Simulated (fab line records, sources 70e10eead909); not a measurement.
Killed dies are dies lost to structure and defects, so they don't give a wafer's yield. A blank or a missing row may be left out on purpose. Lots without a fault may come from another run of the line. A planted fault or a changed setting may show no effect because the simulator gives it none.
fab line records | flow nand_harc | part 1 of 2: steps 1 to 14 of 15
record lots=7 wafers=21 last_day=23
route steps=1159 shown P_M2@329 END@1159
lots that met no fault: from a run of the same line without faults
start_h: hours from the record's first day to the start of the lot's first wafer shown | wait_h: hours since the lot's step before | " the same as in the row above | L1.1+2: a row that stands for several wafers | - no value, or no start given | * or withheld: withheld | < > ~ a bound
route shown NAME@n: a module of which the file shows steps, and the number in the route of the first | usual: mean/standard deviation of fault-free wafers | same: alike in all rows | chamber/n: place in a boat | sites: the reading at each site | _std_site: their standard deviation | _edge_site: outer sites' mean less inner sites' | radius_mm: how far each site lies from the wafer's centre | mask NAME#n: copy n | behind: the tool/chamber that last shaped the wafer | hold: why the lot was held/for how many hours/how that ended | device: the transistor (n, p or np) that didn't switch | end of line: the same wafers' tests at the end of the route | a step without rows: its recipe alone | killed: dies lost to structure and defects at the first sort, not the wafer's yield | map: a wafer's dies, x killed, . not, _ none there
set.NAME: the setting as run; set.NAME@STEP: as run at that earlier step | model.NAME: the simulator's own value behind a step, which no gauge read
lots at some steps of the route; a table a step, a row a wafer
services: from which hour (start_h, from the record's first day; less than 0 if before it) a tool's chamber was out of use, for how many hours, and why
## steps
# step NHARC_P_M2_OVL_MEAS_10
# recipe pitch_nm=340
# usual overlay_x_nm=0.0/0.85 overlay_y_nm=0.1/0.61
# columns lot.wafer tool chamber start_h wait_h overlay_x_nm overlay_y_nm
L237.1 overlay-01 - 171.19 - 0.4 0.7
L237.3 " - " " 0.9 1.1
L237.6 " - " " 0.7 0.3
L240.3 overlay-01 - 183.39 - 0.3 -0.4
L240.5 " - " " 0.3 -0.6
L240.6 " - " " -0.4 -0.1
L242.2 overlay-01 - 198.51 - 0.2 0.1
L242.4 " - " " 0.0 0.7
L242.5 " - " " 1.2 0.8
L244.3 overlay-02 - 207.22 - 0.1 -0.5
L244.5 " - " " -0.7 0.3
L244.6 " - " " -0.3 -0.2
L245.1 overlay-01 - 221.32 - -0.2 -0.3
L245.4 " - " " -0.1 -0.5
L245.6 " - " " 0.3 -1.0
L250.2 overlay-01 - 242.11 - 0.2 0.2
L250.4 " - " " 0.1 0.0
L250.6 " - " " -0.1 0.5
L252.1 overlay-02 - 251.70 - -1.7 -0.7
L252.2 " - " " -2.1 -0.2
L252.5 " - " " -1.9 -0.9
# step NHARC_P_M2_INSPECT_11
# usual raw_defect_count=4.2/2.2
# columns lot.wafer tool chamber start_h wait_h raw_defect_count
L237.1 defect_inspect-02 - 171.23 0.0 5
L237.3 " - " " 6
L237.6 " - " " 6
L240.3 defect_inspect-01 - 183.43 0.0 2
L240.5 " - " " 3
L240.6 " - " " 6
L242.2 defect_inspect-01 - 198.55 0.0 3
L242.4 " - " " 6
L242.5 " - " " 3
L244.3 defect_inspect-01 - 207.26 0.0 4
L244.5 " - " " 5
L244.6 " - " " 2
L245.1 defect_inspect-02 - 221.36 0.0 4
L245.4 " - " " 2
L245.6 " - " " 1
L250.2 defect_inspect-01 - 242.14 0.0 4
L250.4 " - " " 4
L250.6 " - " " 3
L252.1 defect_inspect-02 - 251.74 0.0 4
L252.2 " - " " 2
L252.5 " - " " 1
# step NHARC_P_M2_DESCUM_14
# recipe time_s=3 o2_flow_sccm=200 ar_flow_sccm=0 bias_power_w=0 chemistry=O2
# usual chamber_pressure_mTorr=60.01/0.05 drypump_motor_current_A=5.6/0.52 oes_product_au=1.001/0.013 rf_vpp_V=57.9/0.91 showerhead_plenum_p_Torr=1.91/0.082 throttle_valve_pct=11.311/0.0091
# columns lot.wafer tool chamber start_h wait_h chamber_pressure_mTorr drypump_motor_current_A oes_product_au rf_hours_counter_h rf_vpp_V showerhead_plenum_p_Torr throttle_valve_pct
L237.1 rie_diel-06 0 171.30 0.1 60.01 5.0 1.004 4 57.9 2.02 11.323
L237.3 " 2 " " 60.03 4.9 0.981 3 59.6 1.93 11.292
L237.6 " 3 " " 59.98 6.2 0.998 - 58.5 1.92 11.309
L240.3 rie_diel-08 1 183.50 0.1 60.07 5.9 1.003 9 58.5 2.00 11.292
L240.5 " 0 " " 60.06 5.6 0.999 - 59.6 1.89 11.319
L240.6 " 1 " " 60.03 5.9 1.008 - 57.9 2.00 11.298
L242.2 rie_diel-08 3 198.61 0.1 60.06 6.0 1.007 12 58.1 1.87 11.321
L242.4 " 2 " " 59.94 5.4 0.993 13 57.1 1.80 11.313
L242.5 " 0 " " 60.01 5.6 0.996 - 57.8 1.88 11.323
L244.3 rie_diel-06 2 207.33 0.1 60.00 5.0 0.984 5 56.6 1.93 11.300
L244.5 " 1 " " 59.97 6.1 1.021 - 57.8 1.79 11.313
L244.6 " 2 " " 60.01 5.0 0.976 - 56.6 1.93 11.317
L245.1 rie_diel-06 1 221.43 0.1 60.04 6.1 1.023 5 58.8 1.79 11.315
L245.4 " 2 " " 59.99 5.0 0.994 5 58.8 1.93 11.313
L245.6 " 1 " " 60.04 6.1 1.029 - 55.4 1.78 11.315
L250.2 rie_diel-08 0 242.21 0.1 60.01 5.6 0.986 18 57.8 1.88 11.314
L250.4 " 1 " " 60.05 5.9 1.018 22 57.6 2.00 11.298
L250.6 " 0 " " 59.98 5.6 0.992 - 56.4 1.88 11.325
L252.2 rie_diel-06 0 251.82 0.1 59.98 5.0 1.003 0 57.2 2.02 11.294
L252.1 " 1 " " 60.00 6.1 0.986 0 56.8 1.78 11.305
L252.5 " 2 " " 60.05 5.0 1.004 - 58.0 1.93 11.322
# step NHARC_P_M2_ETCH_35
# recipe target_depth_a=400 overetch_a=120 time_s=43.94 ion_energy_ev=200 n2_flow_sccm=150 h2_flow_sccm=150 ar_flow_sccm=0 rf_w=400 bias_w=150 chemistry=N2/H2
# usual chamber_pressure_mTorr=30.001/0.03 drypump_motor_current_A=5.6/0.53 oes_product_au=1.002/0.013 rf_vpp_V=430.4/2.6 showerhead_plenum_p_Torr=2.04/0.087 throttle_valve_pct=14.173/0.0094
# columns lot.wafer tool chamber start_h wait_h chamber_pressure_mTorr drypump_motor_current_A oes_product_au rf_hours_counter_h rf_vpp_V showerhead_plenum_p_Torr throttle_valve_pct
L237.3 rie_diel-06 0 171.38 0.1 30.014 5.0 1.009 4 433.4 2.15 14.186
L237.1 " 2 " " 30.032 4.9 0.978 3 431.3 2.06 14.166
L237.6 " 3 " " 30.036 6.3 1.004 - 430.4 2.05 14.179
L240.3 rie_diel-08 3 183.57 0.1 29.991 6.0 1.003 8 428.8 2.00 14.176
L240.5 " 3 " " 30.044 6.0 1.007 - 428.6 2.00 14.176
L240.6 " 0 " " 29.963 5.6 1.003 - 429.1 2.01 14.187
L242.4 rie_diel-08 3 198.70 0.1 29.967 6.0 1.016 12 430.6 2.00 14.167
L242.2 " 1 " " 30.021 5.9 1.011 13 433.4 2.13 14.173
L242.5 " 2 " " 29.990 5.3 1.001 - 426.5 1.91 14.179
L244.3 rie_diel-06 0 207.40 0.1 29.980 5.0 1.005 5 433.6 2.15 14.174
L244.5 " 0 " " 30.034 5.0 1.019 - 434.3 2.15 14.178
L244.6 " 1 " " 29.986 6.1 1.028 - 426.7 1.90 14.169
L245.4 rie_diel-06 1 221.51 0.1 29.999 6.1 1.024 5 427.1 1.90 14.176
L245.1 " 3 " " 29.998 6.3 1.004 5 430.3 2.04 14.179
L245.6 " 0 " " 30.022 5.0 1.026 - 433.5 2.15 14.154
L250.4 rie_diel-08 3 242.51 0.3 29.978 6.0 1.004 20 429.3 1.99 14.174
L250.2 " 0 " " 30.005 5.6 1.001 18 429.5 2.01 14.178
L250.6 " 1 " " 30.042 5.9 1.006 - 434.5 2.13 14.177
L252.1 rie_diel-06 2 251.89 0.1 30.008 4.9 1.003 0 430.4 2.06 14.174
L252.2 " 3 " " 29.988 6.3 1.022 0 428.7 2.04 14.158
L252.5 " 3 " " 29.986 6.3 1.025 - 430.7 2.04 14.180
# step NHARC_P_M2_ETCH_15
# recipe target_depth_a=1825 time_s=91.2 c4f8_flow_sccm=withheld ar_flow_sccm=400 rf_w=600 bias_w=300 chemistry=C4F8/Ar
# usual chamber_pressure_mTorr=25.002/0.026 oes_product_au=0.947/0.024 rf_vpp_V=440.8/2.7
# columns lot.wafer tool chamber start_h wait_h chamber_pressure_mTorr oes_product_au rf_hours_counter_h rf_vpp_V
L237.3 rie_diel-06 3 - - 25.025 0.923 3 442.4
L237.1 " 0 " " 25.015 0.931 4 444.3
L237.6 " 3 " " 25.006 0.924 - 439.5
L240.3 rie_diel-08 1 - - 24.960 0.937 9 443.6
L240.6 " 0 " " 24.991 0.933 - 438.5
L240.5 " 1 " " 25.146 0.931 - 444.4
L242.4 rie_diel-08 1 - - 25.001 0.939 13 443.8
L242.2 " 2 " " 25.004 0.924 13 438.6
L242.5 " 1 " " 24.979 0.931 - 441.6
L244.3 rie_diel-06 3 - - 25.007 0.916 5 440.5
L244.5 " 0 " " 25.035 0.931 - 444.4
L244.6 " 1 " " 25.015 0.947 - 436.5
L245.1 rie_diel-06 1 - - 24.978 0.964 5 436.1
L245.4 " 0 " " 25.020 0.958 5 443.6
L245.6 " 1 " " 25.003 0.956 - 437.6
L250.2 rie_diel-08 3 - - 24.957 0.924 20 439.7
L250.4 " 2 " " 24.995 0.923 22 436.6
L250.6 " 0 " " 25.016 0.921 - 439.3
L252.2 rie_diel-06 1 - - 24.979 0.962 0 435.6
L252.1 " 2 " " 25.006 0.961 0 440.4
L252.5 " 1 " " 25.009 0.962 - 437.7
# step NHARC_P_M2_CD_MEAS_16
# usual cd_nm=169.9/1
# columns lot.wafer tool chamber start_h wait_h cd_nm
L237.1 cd_sem-02 - 171.59 - 168.9
L237.3 " - " " 170.0
L237.6 " - " " 170.5
L240.3 cd_sem-01 - 183.80 - 171.8
L240.5 " - " " 171.5
L240.6 " - " " 172.1
L242.2 cd_sem-01 - 198.92 - 169.5
L242.4 " - " " 170.0
L242.5 " - " " 170.5
L244.3 cd_sem-02 - 207.63 - 170.7
L244.5 " - " " 169.2
L244.6 " - " " 170.3
L245.1 cd_sem-03 - 221.72 - 170.0
L245.4 " - " " 171.0
L245.6 " - " " 170.0
L250.2 cd_sem-03 - 242.76 - 171.1
L250.4 " - " " 169.6
L250.6 " - " " 170.6
L252.1 cd_sem-03 - 252.11 - 169.6
L252.2 " - " " 169.6
L252.5 " - " " 169.3
# step NHARC_P_M2_STRIP_18
# recipe power_w=1000 n2_flow_sccm=150 h2_flow_sccm=150 ar_flow_sccm=0 bias_w=0 chemistry=N2/H2
# usual chamber_pressure_mTorr=29.996/0.027 drypump_motor_current_A=5.6/0.52 oes_product_au=1.000/0.015 rf_vpp_V=90.6/1.1 showerhead_plenum_p_Torr=2.04/0.089 throttle_valve_pct=14.170/0.0091
# columns lot.wafer tool chamber start_h wait_h chamber_pressure_mTorr drypump_motor_current_A oes_product_au rf_hours_counter_h rf_vpp_V showerhead_plenum_p_Torr throttle_valve_pct
L237.1 rie_diel-08 2 171.69 0.1 29.996 5.4 0.989 7 90.7 1.92 14.156
L237.3 " 0 " " 29.976 5.6 0.995 6 89.4 2.01 14.170
L237.6 " 2 " " 29.976 5.3 0.982 - 91.4 1.92 14.180
L240.3 rie_diel-06 2 183.87 0.1 29.962 4.9 0.981 4 91.1 2.06 14.167
L240.5 " 2 " " 30.000 5.0 0.983 - 90.3 2.06 14.158
L240.6 " 3 " " 30.056 6.3 1.011 - 91.7 2.05 14.177
L242.2 rie_diel-06 2 198.99 0.1 30.016 5.0 0.966 4 91.0 2.06 14.155
L242.4 " 1 " " 29.982 6.1 1.016 4 90.5 1.90 14.178
L242.5 " 3 " " 29.975 6.3 1.009 - 91.6 2.05 14.158
L244.3 rie_diel-06 0 207.70 0.1 29.994 5.0 1.002 5 92.6 2.15 14.189
L244.6 " 0 " " 30.013 5.0 1.009 - 92.9 2.15 14.174
L244.5 " 1 " " 30.002 6.1 1.013 - 89.6 1.90 14.159
L245.4 rie_diel-06 3 221.80 0.1 30.021 6.3 0.997 5 90.7 2.05 14.163
L245.1 " 0 " " 30.022 5.0 1.007 5 91.3 2.15 14.177
L245.6 " 0 " " 30.031 5.0 1.012 - 91.2 2.15 14.157
L250.2 rie_diel-08 0 242.86 0.1 29.999 5.6 0.987 19 90.6 2.01 14.168
L250.4 " 2 " " 29.955 5.4 0.985 22 89.8 1.91 14.169
L250.6 " 0 " " 30.014 5.6 0.990 - 90.4 2.01 14.170
L252.2 rie_diel-08 0 252.18 0.1 29.988 5.6 0.996 20 90.3 2.00 14.175
L252.1 " 3 " " 29.972 6.0 0.996 22 90.7 1.99 14.172
L252.5 " 1 " " 30.017 5.9 0.998 - 92.0 2.13 14.161
# step NHARC_P_M2_ETCH_28
# recipe target_depth_a=300 over_etch_frac=0.3 time_s=72.99 ion_energy_ev=150 cf4_flow_sccm=50 n2_flow_sccm=100 ar_flow_sccm=150 rf_w=300 bias_w=100 chemistry=CF4/N2
# step NHARC_P_M2_STRIP_19
# recipe time_s=600 temp_c=30 chemistry=post_etch_residue_remover
# step NHARC_P_M2_DEGAS_29
# recipe temp_c=250 time_s=60
# step NHARC_P_M2_PRE_CLEAN_30
# recipe time_s=30 temp_c=280 gas=H2/He
# step NHARC_P_M2_PVD_20
# recipe target_thk_a=50 bias_v=168.6 power_w=15000 chamber_pressure_pa=0.12 time_s=8.06 substrate_temp_c=50 material=TaN
# usual bias_v=168.8/1.7 cathode_dc_power_W=15000/2.9 throttle_valve_pct=29.6/0.78
# columns lot.wafer tool chamber start_h wait_h bias_v cathode_dc_power_W throttle_valve_pct
L237.1 pvd_sputter-03 - - - 169.1 15003 29.4
L237.3 " - " " 170.0 14998 29.8
L237.6 " - " " 167.5 14994 29.5
L240.3 pvd_sputter-03 - - - 170.5 15005 29.9
L240.6 " - " " 166.7 14994 29.5
L240.5 " - " " 169.4 14999 29.4
L242.4 pvd_sputter-03 - - - 167.2 14999 29.6
L242.2 " - " " 170.4 14995 30.2
L242.5 " - " " 167.9 14997 29.6
L244.3 pvd_sputter-01 - - - 170.9 15002 29.6
L244.6 " - " " 171.6 15001 30.6
L244.5 " - " " 170.5 15001 29.6
L245.1 pvd_sputter-01 - - - 168.0 14997 30.2
L245.4 " - " " 164.9 14997 29.2
L245.6 " - " " 169.4 14998 30.4
L250.4 pvd_sputter-03 - - - 168.9 14998 29.9
L250.2 " - " " 167.7 15002 30.6
L250.6 " - " " 166.8 15002 29.7
L252.1 pvd_sputter-02 - - - 168.3 14999 29.4
L252.2 " - " " 170.2 14999 27.6
L252.5 " - " " 168.0 15005 30.5
# step NHARC_P_M2_PVD_21
# recipe target_thk_a=300 chamber_pressure_pa=5 power_w=5000 substrate_temp_c=30 time_s=20.49 material=Cu
# usual cathode_dc_power_W=5000.1/0.9 chamber_pressure_pa=5.000/0.011 throttle_valve_pct=29.6/0.79
# columns lot.wafer tool chamber start_h wait_h cathode_dc_power_W chamber_pressure_pa throttle_valve_pct
L237.3 pvd_sputter-03 - 172.53 - 4999.8 5.014 29.7
L237.1 " - " " 4999.4 4.997 29.8
L237.6 " - " " 4998.5 4.997 29.9
L240.3 pvd_sputter-03 - 184.75 - 4999.0 5.015 29.5
L240.5 " - " " 4999.9 4.989 29.8
L240.6 " - " " 4999.6 4.995 30.2
L242.4 pvd_sputter-03 - 199.87 - - - -
L242.2 " - " " - - -
L242.5 " - " " - - -
L244.3 pvd_sputter-01 - 208.57 - - - -
L244.6 " - " " - - -
L244.5 " - " " - - -
L245.1 pvd_sputter-01 - 222.75 - - - -
L245.4 " - " " - - -
L245.6 " - " " - - -
L250.2 pvd_sputter-03 - 243.74 - 5000.3 4.993 29.7
L250.4 " - " " 4999.4 5.027 29.4
L250.6 " - " " 5001.7 4.982 29.6
L252.2 pvd_sputter-02 - 253.08 - 5000.5 4.992 29.9
L252.1 " - " " 4998.9 4.983 27.6
L252.5 " - " " 4999.2 5.010 29.4
# step NHARC_P_M2_ECD_22
# recipe target_thk_a=4000 bath_temp_c=25 material=Cu
## key
first_sign step=NHARC_P_M2_PVD_21 reading=tool_record direction=missing
effect step=NHARC_END_SORT_01 reading=killed_at_periphery direction=up sigmas=99+ usual=3.4 struck=647.8
more_kills_born_at NHARC_P_M2_PVD_21@pvd_sputter-01=3831 NHARC_P_M2_PVD_21@pvd_sputter-03=1981
met_at NHARC_P_M2_PVD_21
struck_wafers L242.2,L242.4,L242.5,L244.3,L244.5,L244.6,L245.1,L245.4,L245.6
later_rows_left_out L242.2,L242.4,L242.5,L244.3,L244.5,L244.6,L245.1,L245.4,L245.6
onset_between 184.75 199.87
fault kind=skipped_step_whole tool=pvd_sputter-01,pvd_sputter-03 chamber=- onset_h=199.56 steps=NHARC_P_M2_PVD_21 scope=struck_lots_only
# later_rows_left_out: the simulator's readings of these wafers behind a module that went badly wrong aren't trusted and aren't shown, but for the sort
